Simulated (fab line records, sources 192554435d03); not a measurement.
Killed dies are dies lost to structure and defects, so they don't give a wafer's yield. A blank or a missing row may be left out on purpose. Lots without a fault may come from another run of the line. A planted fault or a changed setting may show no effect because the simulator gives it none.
Which tool did it? | flow n5_finfet | 12 lots, 36 wafers sampled, at 3 steps of a route of 1938

WHAT THE GAUGES READ, wafer by wafer
N5_BEOL_M5_INSPECT_13: inspects for defects (brightfield).
lot  | measured     | on                | raw_defect_count
L074 | day 8 07:02  | defect_inspect-01 | 328 499 394
L076 | day 8 15:04  | defect_inspect-02 | 477 437 326
L079 | day 9 13:31  | defect_inspect-02 | 475 393 412
L082 | day 10 02:18 | defect_inspect-02 | 413 403 353
L083 | day 10 18:01 | defect_inspect-01 | 322 375 405
L084 | day 11 03:43 | defect_inspect-01 | 419 358 382
L087 | day 11 06:55 | defect_inspect-02 | 365 264 386
L089 | day 12 00:05 | defect_inspect-02 | 558 379 534
L092 | day 12 10:05 | defect_inspect-02 | 555 546 541
L093 | day 13 01:26 | defect_inspect-02 | 614 648 741
L095 | day 13 15:16 | defect_inspect-02 | 591 552 491
L097 | day 14 12:53 | defect_inspect-02 | 409 380 545

WHICH TOOL RAN EACH LOT (tool, then ch and the chambers of the sampled wafers, then the start)
lot  | N5_BEOL_M4_ANNEAL_91         | N5_BEOL_M4_DEP_57
L074 | pvd_sputter-01, day 8 02:11  | pecvd-03 ch 1,2, day 8 03:44
L076 | pvd_sputter-03, day 8 08:41  | pecvd-01 ch 0,1,2, day 8 10:40
L079 | pvd_sputter-03, day 9 08:32  | pecvd-01 ch 0,1,2, day 9 10:05
L082 | pvd_sputter-01, day 9 21:56  | pecvd-04 ch 0,1,2, day 9 23:29
L083 | pvd_sputter-01, day 10 13:02 | pecvd-04 ch 0,1, day 10 14:52
L084 | pvd_sputter-01, day 10 21:32 | pecvd-03 ch 0,1, day 10 23:05
L087 | pvd_sputter-01, day 11 02:28 | pecvd-04 ch 0,1,2, day 11 04:07
L089 | pvd_sputter-02, day 11 19:47 | pecvd-01 ch 0,1,2, day 11 21:31
L092 | pvd_sputter-01, day 12 05:44 | pecvd-03 ch 0,1, day 12 07:19
L093 | pvd_sputter-03, day 12 20:10 | pecvd-04 ch 0,1,2, day 12 21:43
L095 | pvd_sputter-02, day 13 10:41 | pecvd-03 ch 0,2, day 13 12:14
L097 | pvd_sputter-02, day 14 07:19 | pecvd-04 ch 0,1,2, day 14 08:53
- N5_BEOL_M4_ANNEAL_91: time 240 s.
- N5_BEOL_M4_DEP_57: deposits SiCN from 3MS/NH3, target thk 8 nm, time 14 s.

THE ANSWER, worked out from the rows above alone
Rule: what is usual is taken from the lots themselves. Put in order of their means at a reading, lots are off if they are a third of the lots or fewer, leave a main group of 4 or more, and stand apart from it by a gap of 3 or more times the standard deviation of the main group's means; of several such gaps the widest counts. A main group whose means are all the same, to the digits that the tables above print for the reading, isn't used. A lot without any number at a reading at which 4 lots or more have one is off too. The other lots that the step has rows for count as sound.
No lot is off at any reading shown: from this, nothing can be told.

WHAT THE SIMULATOR HAD PUT IN
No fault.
